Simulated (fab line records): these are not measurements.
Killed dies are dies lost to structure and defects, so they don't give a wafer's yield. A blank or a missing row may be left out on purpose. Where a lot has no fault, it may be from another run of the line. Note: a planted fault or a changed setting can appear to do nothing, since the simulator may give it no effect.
fab line records | flow nand-harc
[record] lots = 7 | wafers = 15 | last-day = 24
route steps=1159 shown P_BONDPAD@360
lots untouched by any fault: they come from a run of this same line in which no faults occurred
start-h: start of the lot's first displayed wafer, in hours after the record's first day | wait-h: hours elapsed since this lot's preceding step | " same as the row above | L1.1+2: several wafers, shown together as one row | - either no value or no given start | * or withheld: withheld | < > ~ a bound
route shown NAME@n: NAME is a module with steps in the file, n the number in the route of the first one | usual: mean/standard deviation of fault-free wafers | same: alike in all rows | chamber/n: place in a boat | sites: per-site readings | _std_site: standard deviation across them | _edge_site: mean of outer sites minus mean of inner sites | radius-mm: how far each site lies from the wafer's centre | mask NAME#n: copy n | behind: the most recent tool/chamber to have shaped the wafer | hold: reason for holding the lot/hours on hold/outcome of the hold | device: names the non-switching transistor (n, p or np) | end of line: tests of these same wafers at the route's end | a step given without rows: its recipe and nothing more | killed: dies that structure and defects cost at the first sort, which is not the same as the wafer's yield | map: shows each die of a wafer: x if killed, . if not, _ if none is there
set.NAME: the setting as run; set.NAME@STEP: as run at that earlier step | model.NAME: the simulator's own value behind a step, which no gauge read
lots at some steps of the route; a table a step, a row a wafer
services: from which hour (start-h, from the record's first day; less than 0 if before it) a tool's chamber was out of use, for how many hours, and why
[[steps]]
[step NHARC_P_BONDPAD_EBR_05]
[step NHARC_P_BONDPAD_EXPOSE_06]
[recipe] na = 0.55 | dose-mj = 37.06 | mask-id = P_BPAD
[step NHARC_P_BONDPAD_PEB_07]
[recipe] peb-temp-c = 128 | peb-time-s = 80
[step NHARC_P_BONDPAD_DEVELOP_08]
[recipe] time-s = 50 | dev-temp-c = 22
[step NHARC_P_BONDPAD_CD_MEAS_09]
[recipe] target-cd-nm = 500 | landing-energy-ev = 500
[usual] cd-nm = 499.5/1.3
lot.wafer | tool      | chamber | start-h | wait-h | cd-nm
L122.1    | cd-sem-03 | 0       | 138.50  | -      | 499.8
L122.2    | "         | 0       | "       | "      | 499.7
L122.4    | "         | 0       | "       | "      | 501.3
L121.1    | cd-sem-03 | 0       | 140.07  | -      | 502.5
L121.2    | "         | 0       | "       | "      | 501.9
L121.3    | "         | 0       | "       | "      | 502.0
L127.4    | cd-sem-03 | 0       | 167.73  | -      | 500.6
L128.4    | cd-sem-02 | 0       | 168.20  | -      | 498.2
L129.2    | cd-sem-01 | 0       | 179.82  | -      | 498.1
L137.1    | cd-sem-03 | 0       | 232.23  | -      | 498.3
L137.3    | "         | 0       | "       | "      | 500.1
L137.6    | "         | 0       | "       | "      | 498.3
L139.1    | cd-sem-03 | 0       | 240.01  | -      | 498.3
L139.4    | "         | 0       | "       | "      | 501.0
L139.5    | "         | 0       | "       | "      | 499.7
[step NHARC_P_BONDPAD_OVL_MEAS_38]
[usual] overlay-x-nm = 1/6.8 | overlay-y-nm = -1/5.5
lot.wafer | tool       | chamber | start-h | wait-h | overlay-x-nm | overlay-y-nm
L122.1    | overlay-02 | -       | 138.59  | -      | 1            | 3
L122.2    | "          | -       | "       | "      | 1            | 3
L122.4    | "          | -       | "       | "      | 0            | 3
L121.1    | overlay-02 | -       | 140.16  | -      | -4           | -6
L121.2    | "          | -       | "       | "      | -4           | -6
L121.3    | "          | -       | "       | "      | -4           | -6
L127.4    | overlay-01 | -       | 167.81  | -      | -7           | 5
L128.4    | overlay-02 | -       | 168.28  | -      | -10          | 5
L129.2    | overlay-02 | -       | 179.90  | -      | 1            | -7
L137.1    | overlay-02 | -       | 232.32  | -      | 5            | -2
L137.3    | "          | -       | "       | "      | 5            | -2
L137.6    | "          | -       | "       | "      | 5            | -1
L139.1    | overlay-01 | -       | 240.10  | -      | 9            | 2
L139.4    | "          | -       | "       | "      | 9            | 1
L139.5    | "          | -       | "       | "      | 9            | 2
[step NHARC_P_BONDPAD_HARDBAKE_10]
[recipe] temp-c = 118 | time-s = 65
[step NHARC_P_BONDPAD_DESCUM_11]
[recipe] time-s = 3 | o2-flow-sccm = 200 | ar-flow-sccm = 0 | bias-power-w = 0 | chemistry = O2
[usual] drypump-motor-current-A = 5.7/0.38 | oes-product-au = 1.005/0.0072 | rf-vpp-V = 58.0/0.88 | showerhead-plenum-p-Torr = 1.94/0.082 | throttle-valve-pct = 11.311/0.0086
lot.wafer | tool        | chamber | start-h | wait-h | drypump-motor-current-A | oes-product-au | rf-hours-counter-h | rf-vpp-V | showerhead-plenum-p-Torr | throttle-valve-pct
L122.4    | rie-diel-09 | 3       | 138.72  | -      | 6.2                     | 1.010          | 4                  | 57.8     | 2.07                     | 11.307
L122.2    | "           | 0       | "       | "      | 5.7                     | 1.005          | 5                  | 57.4     | 1.82                     | 11.322
L122.1    | "           | 1       | "       | "      | 5.0                     | 0.999          | 5                  | 58.0     | 2.00                     | 11.310
L121.2    | rie-diel-09 | 0       | 140.29  | -      | 5.7                     | 1.014          | 5                  | 57.9     | 1.82                     | 11.309
L121.1    | "           | 1       | "       | "      | 5.0                     | 1.011          | 5                  | 59.2     | 2.00                     | 11.305
L121.3    | "           | 3       | "       | "      | 6.3                     | 1.006          | 4                  | 59.6     | 2.07                     | 11.308
L127.4    | rie-diel-09 | 2       | 167.95  | -      | 5.8                     | 0.989          | 7                  | 58.3     | 1.91                     | 11.306
L128.4    | rie-diel-11 | 2       | 168.40  | -      | 6.1                     | 1.006          | 44                 | 57.4     | 2.06                     | 11.312
L129.2    | rie-diel-09 | 3       | 180.03  | -      | 6.2                     | 1.008          | 8                  | 58.8     | 2.07                     | 11.316
L137.3    | rie-diel-05 | 3       | 232.45  | -      | 6.0                     | 1.003          | 22                 | 58.9     | 1.81                     | 11.316
L137.1    | "           | 0       | "       | "      | 6.1                     | 1.008          | 21                 | 57.5     | 1.93                     | 11.319
L137.6    | "           | 3       | "       | "      | 6.0                     | 1.006          | -                  | 56.9     | 1.81                     | 11.323
L139.4    | rie-diel-11 | 1       | 240.25  | -      | 5.5                     | 0.995          | 13                 | 57.0     | 1.96                     | 11.314
L139.1    | "           | 2       | "       | "      | 6.1                     | 0.998          | 14                 | 57.3     | 2.05                     | 11.314
L139.5    | "           | 0       | "       | "      | 5.3                     | 1.005          | -                  | 57.9     | 1.91                     | 11.319
[step NHARC_P_BONDPAD_ETCH_37]
[recipe] target-depth-a = 600 | overetch-a = 180 | time-s = 65.91 | ion-energy-ev = 200 | n2-flow-sccm = 150 | h2-flow-sccm = 150 | ar-flow-sccm = 0 | rf-w = 400 | bias-w = 150 | chemistry = N2/H2
[usual] drypump-motor-current-A = 5.7/0.37 | oes-product-au = 1.005/0.0061 | rf-vpp-V = 431.4/2.6 | run-length-s = 87.4/0.46 | showerhead-plenum-p-Torr = 2.07/0.093 | throttle-valve-pct = 14.171/0.0097
lot.wafer | tool        | chamber | start-h | wait-h | drypump-motor-current-A | oes-product-au | rf-hours-counter-h | rf-vpp-V | run-length-s | showerhead-plenum-p-Torr | throttle-valve-pct
L122.1    | rie-diel-09 | 1       | 138.81  | 0.1    | 5.1                     | 1.009          | 5                  | 432.1    | 88.0         | 2.13                     | 14.175
L122.2    | "           | 2       | "       | "      | 5.7                     | 0.994          | 5                  | 430.2    | 87.7         | 2.04                     | 14.166
L122.4    | "           | 3       | "       | "      | 6.2                     | 1.011          | 4                  | 434.5    | 87.1         | 2.21                     | 14.172
L121.2    | rie-diel-09 | 0       | 140.37  | 0.1    | 5.7                     | 1.003          | 5                  | 428.5    | 87.6         | 1.94                     | 14.170
L121.3    | "           | 1       | "       | "      | 5.0                     | 1.007          | 5                  | 434.2    | 88.2         | 2.13                     | 14.171
L121.1    | "           | 2       | "       | "      | 5.7                     | 1.002          | 5                  | 430.2    | 87.8         | 2.04                     | 14.172
L127.4    | rie-diel-09 | 3       | 168.04  | 0.1    | 6.2                     | 1.010          | 6                  | 435.8    | 87.0         | 2.21                     | 14.166
L128.4    | rie-diel-11 | 3       | 169.04  | 0.6    | 5.9                     | 0.997          | 50                 | 432.0    | 87.4         | 2.11                     | 14.171
L129.2    | rie-diel-09 | 2       | 180.14  | 0.1    | 5.7                     | 1.002          | 9                  | 430.3    | 88.0         | 2.04                     | 14.175
L137.3    | rie-diel-05 | 3       | 232.59  | 0.1    | 5.9                     | 0.997          | 22                 | 428.2    | 87.4         | 1.93                     | 14.170
L137.1    | "           | 1       | "       | "      | 6.0                     | 1.001          | 23                 | 432.4    | 86.9         | 2.13                     | 14.174
L137.6    | "           | 2       | "       | "      | 5.5                     | 1.005          | -                  | 430.9    | 86.7         | 2.02                     | 14.152
L139.1    | rie-diel-11 | 2       | 240.34  | 0.1    | 6.1                     | 1.008          | 14                 | 433.5    | 87.3         | 2.19                     | 14.177
L139.4    | "           | 0       | "       | "      | 5.3                     | 1.006          | 14                 | 431.4    | 86.9         | 2.04                     | 14.166
L139.5    | "           | 1       | "       | "      | 5.5                     | 1.000          | -                  | 433.8    | 87.2         | 2.09                     | 14.158
[step NHARC_P_BONDPAD_ETCH_12]
[recipe] target-depth-a = 2000 | time-s = 100 | chf3-flow-sccm = 50 | o2-flow-sccm = 10 | ar-flow-sccm = 200 | rf-w = 500 | bias-w = 200 | chemistry = CHF3/O2
[usual] drypump-motor-current-A = 5.8/0.36 | oes-product-au = 0.940/0.016 | rf-vpp-V = 371.5/2.3 | run-length-s = 121.4/0.46 | showerhead-plenum-p-Torr = 2.44/0.1 | throttle-valve-pct = 20.572/0.0086
lot.wafer | tool        | chamber | start-h | wait-h | drypump-motor-current-A | oes-product-au | rf-hours-counter-h | rf-vpp-V | run-length-s | showerhead-plenum-p-Torr | throttle-valve-pct
L122.2    | rie-diel-09 | 2       | -       | -      | 5.7                     | 0.941          | 5                  | 369.9    | 122.2        | 2.40                     | 20.562
L122.1    | "           | 3       | "       | "      | 6.2                     | 0.956          | 4                  | 373.3    | 121.7        | 2.59                     | 20.579
L122.4    | "           | 1       | "       | "      | 5.0                     | 0.956          | 5                  | 374.8    | 121.8        | 2.51                     | 20.572
L121.1    | rie-diel-09 | 1       | -       | -      | 5.0                     | 0.938          | 5                  | 372.1    | 121.9        | 2.51                     | 20.559
L121.3    | "           | 2       | "       | "      | 5.7                     | 0.919          | 5                  | 371.2    | 122.2        | 2.40                     | 20.576
L121.2    | "           | 3       | "       | "      | 6.3                     | 0.938          | 4                  | 374.8    | 121.1        | 2.59                     | 20.570
L127.4    | rie-diel-09 | 2       | -       | -      | 5.8                     | 0.929          | 8                  | 369.5    | 121.8        | 2.40                     | 20.572
L128.4    | rie-diel-11 | 1       | -       | -      | 5.5                     | 0.933          | 50                 | 372.8    | 121.3        | 2.47                     | 20.580
L129.2    | rie-diel-09 | 0       | -       | -      | 5.7                     | 0.943          | 9                  | 369.1    | 120.9        | 2.29                     | 20.590
L137.1    | rie-diel-05 | 1       | -       | -      | 6.0                     | 0.961          | 23                 | 372.9    | 121.0        | 2.50                     | 20.570
L137.3    | "           | 3       | "       | "      | 6.0                     | 0.954          | 23                 | 367.2    | 121.1        | 2.28                     | 20.576
L137.6    | "           | 0       | "       | "      | 6.1                     | 0.966          | -                  | 370.8    | 121.4        | 2.43                     | 20.581
L139.1    | rie-diel-11 | 2       | -       | -      | 6.1                     | 0.927          | 14                 | 372.7    | 121.8        | 2.57                     | 20.579
L139.4    | "           | 1       | "       | "      | 5.6                     | 0.933          | 13                 | 371.7    | 121.5        | 2.46                     | 20.567
L139.5    | "           | 3       | "       | "      | 5.9                     | 0.920          | -                  | 371.9    | 121.4        | 2.47                     | 20.572
[step NHARC_P_BONDPAD_CD_MEAS_13]
[usual] cd-nm = 498.9/1.4
lot.wafer | tool      | chamber | start-h | wait-h | cd-nm
L122.1    | cd-sem-01 | -       | 139.03  | -      | 499.0
L122.2    | "         | -       | "       | "      | 499.3
L122.4    | "         | -       | "       | "      | 500.2
L121.1    | cd-sem-03 | -       | 140.60  | -      | 501.4
L121.2    | "         | -       | "       | "      | 500.9
L121.3    | "         | -       | "       | "      | 500.1
L127.4    | cd-sem-03 | -       | 168.26  | -      | 498.8
L128.4    | cd-sem-01 | -       | 169.28  | -      | 497.7
L129.2    | cd-sem-02 | -       | 180.39  | -      | 498.1
L137.1    | cd-sem-03 | -       | 232.83  | -      | 497.5
L137.3    | "         | -       | "       | "      | 500.5
L137.6    | "         | -       | "       | "      | 497.6
L139.1    | cd-sem-02 | -       | 240.57  | -      | 497.9
L139.4    | "         | -       | "       | "      | 500.4
L139.5    | "         | -       | "       | "      | 499.4
[step NHARC_P_BONDPAD_STRIP_15]
[recipe] o2-flow-sccm = 500 | ar-flow-sccm = 0 | bias-w = 0 | chemistry = O2
[usual] drypump-motor-current-A = 5.7/0.38 | oes-product-au = 1.005/0.0071 | rf-vpp-V = 57.9/0.79 | showerhead-plenum-p-Torr = 3.59/0.14 | throttle-valve-pct = 17.037/0.0087
lot.wafer | tool        | chamber | start-h | wait-h | drypump-motor-current-A | oes-product-au | rf-hours-counter-h | rf-vpp-V | showerhead-plenum-p-Torr | throttle-valve-pct
L122.2    | rie-diel-05 | 0       | 139.10  | 0.1    | 6.1                     | 1.005          | 56                 | 58.1     | 3.58                     | 17.039
L122.1    | "           | 2       | "       | "      | 5.5                     | 1.008          | 53                 | 57.7     | 3.51                     | 17.038
L122.4    | "           | 3       | "       | "      | 6.0                     | 1.015          | 54                 | 57.6     | 3.37                     | 17.036
L121.3    | rie-diel-09 | 2       | 140.67  | 0.1    | 5.7                     | 0.990          | 5                  | 57.4     | 3.52                     | 17.026
L121.2    | "           | 3       | "       | "      | 6.2                     | 1.006          | 4                  | 59.4     | 3.79                     | 17.027
L121.1    | "           | 0       | "       | "      | 5.7                     | 1.014          | 5                  | 56.8     | 3.37                     | 17.039
L127.4    | rie-diel-09 | 0       | 168.32  | 0.1    | 5.7                     | 1.013          | 8                  | 57.7     | 3.37                     | 17.050
L128.4    | rie-diel-09 | 1       | 169.37  | 0.1    | 5.1                     | 1.009          | 7                  | 57.7     | 3.68                     | 17.031
L129.2    | rie-diel-09 | 0       | 180.46  | 0.1    | 5.7                     | 1.008          | 9                  | 57.6     | 3.37                     | 17.039
L137.1    | rie-diel-11 | 2       | 232.91  | 0.1    | 6.1                     | 1.006          | 10                 | 58.6     | 3.77                     | 17.038
L137.3    | "           | 0       | "       | "      | 5.3                     | 1.007          | 10                 | 58.6     | 3.53                     | 17.034
L137.6    | "           | 2       | "       | "      | 6.0                     | 1.001          | -                  | 57.8     | 3.77                     | 17.041
L139.1    | rie-diel-11 | 0       | 240.66  | 0.1    | 5.3                     | 1.014          | 14                 | 57.8     | 3.53                     | 17.032
L139.4    | "           | 1       | "       | "      | 5.5                     | 1.005          | 13                 | 58.0     | 3.61                     | 17.036
L139.5    | "           | 3       | "       | "      | 5.9                     | 1.005          | -                  | 58.2     | 3.62                     | 17.040
[step NHARC_P_BONDPAD_ETCH_24]
[recipe] target-depth-a = 300 | over-etch-frac = 0.3 | time-s = 72.99 | ion-energy-ev = 150 | cf4-flow-sccm = 50 | n2-flow-sccm = 100 | ar-flow-sccm = 150 | rf-w = 300 | bias-w = 100 | chemistry = CF4/N2
[usual] drypump-motor-current-A = 5.7/0.39 | oes-product-au = 1.004/0.0065 | rf-vpp-V = 315.0/1.8 | run-length-s = 94.5/0.48 | showerhead-plenum-p-Torr = 2.67/0.11 | throttle-valve-pct = 19.794/0.0088
[same] over-etch-frac = 0.3
lot.wafer | tool        | chamber | start-h | wait-h | drypump-motor-current-A | oes-product-au | rf-hours-counter-h | rf-vpp-V | run-length-s | showerhead-plenum-p-Torr | throttle-valve-pct
L122.2    | rie-diel-05 | 0       | 139.25  | -      | 6.1                     | 1.011          | 56                 | 316.4    | 94.3         | 2.66                     | 19.805
L122.1    | "           | 1       | "       | "      | 6.0                     | 0.999          | 47                 | 315.5    | 93.7         | 2.74                     | 19.799
L122.4    | "           | 3       | "       | "      | 6.0                     | 1.004          | 54                 | 313.0    | 94.3         | 2.51                     | 19.787
L121.1    | rie-diel-09 | 1       | 140.83  | -      | 5.0                     | 1.016          | 5                  | 316.6    | 94.8         | 2.74                     | 19.787
L121.3    | "           | 3       | "       | "      | 6.3                     | 1.012          | 4                  | 317.3    | 94.5         | 2.83                     | 19.801
L121.2    | "           | 0       | "       | "      | 5.7                     | 1.001          | 5                  | 313.3    | 94.0         | 2.51                     | 19.778
L127.4    | rie-diel-09 | 3       | 168.50  | -      | 6.2                     | 1.008          | 6                  | 317.4    | 73.0         | 2.82                     | 19.785
L128.4    | rie-diel-09 | 3       | 169.51  | -      | 6.2                     | 1.008          | 6                  | 316.9    | 73.7         | 2.82                     | 19.789
L129.2    | rie-diel-09 | 3       | 180.65  | 0.2    | 6.2                     | 1.016          | 8                  | 317.6    | 73.0         | 2.82                     | 19.794
L137.3    | rie-diel-11 | 0       | 233.11  | -      | 5.3                     | 1.017          | 10                 | 315.1    | 93.8         | 2.63                     | 19.802
L137.1    | "           | 1       | "       | "      | 5.5                     | 1.003          | 10                 | 315.7    | 94.8         | 2.69                     | 19.806
L137.6    | "           | 3       | "       | "      | 5.9                     | 1.005          | -                  | 315.5    | 94.9         | 2.70                     | 19.799
L139.4    | rie-diel-11 | 2       | 240.81  | -      | 6.1                     | 1.002          | 14                 | 315.8    | 94.4         | 2.81                     | 19.794
L139.1    | "           | 3       | "       | "      | 5.9                     | 0.993          | 16                 | 314.7    | 94.4         | 2.70                     | 19.799
L139.5    | "           | 1       | "       | "      | 5.5                     | 1.002          | -                  | 315.6    | 94.6         | 2.69                     | 19.797
[step NHARC_P_BONDPAD_STRIP_16]
[recipe] time-s = 600 | temp-c = 30 | chemistry = post-etch-residue-remover
[[services]]
tool        | chamber | start-h | hours | kind
rie-diel-09 | 3       | 116.09  | 2.9   | repair
rie-diel-09 | 0       | 135.17  | -     | clean
rie-diel-09 | 1       | 135.17  | -     | clean
rie-diel-09 | 2       | 135.17  | -     | clean
rie-diel-09 | 3       | 135.17  | -     | clean
rie-diel-11 | 1       | 139.63  | 2.1   | repair
rie-diel-09 | 0       | 159.67  | -     | clean
rie-diel-09 | 1       | 159.67  | -     | clean
rie-diel-09 | 2       | 159.67  | -     | clean
rie-diel-09 | 3       | 159.67  | -     | clean
rie-diel-09 | -       | 161.76  | 0.5   | repair
rie-diel-05 | -       | 163.62  | 9.0   | pm
rie-diel-09 | 1       | 170.71  | 15.8  | repair
rie-diel-09 | 0       | 184.17  | -     | clean
rie-diel-09 | 2       | 184.17  | -     | clean
rie-diel-09 | 3       | 184.17  | -     | clean
rie-diel-05 | 0       | 185.02  | 4.9   | repair
rie-diel-11 | -       | 189.59  | 9.0   | pm
rie-diel-09 | 0       | 208.67  | -     | clean
rie-diel-09 | 1       | 208.67  | -     | clean
rie-diel-09 | 2       | 208.67  | -     | clean
rie-diel-09 | 3       | 208.67  | -     | clean
rie-diel-09 | 0       | 233.17  | -     | clean
rie-diel-09 | 1       | 233.17  | -     | clean
[[key]]
[first-sign] step = NHARC_P_BONDPAD_ETCH_24 | reading = run-length-s | direction = down | sigmas = 44 | usual = * | struck = *
effect none on later readings
met-at NHARC_P_BONDPAD_ETCH_24
struck-wafers L127.4,L128.4,L129.2
rows-end L127.4,L128.4,L129.2
onset-between 140.83 168.50
[fault] kind = process-parameter-drift | tool = rie-diel-09 | chamber = 3 | onset-h = 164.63 | steps = NHARC_P_BONDPAD_ETCH_24 | channel = time-s | offset = * | shape = step | acts-in = * | stated = *
// rows-end: these wafers met a further fault down the route, and their rows from its step on are left out
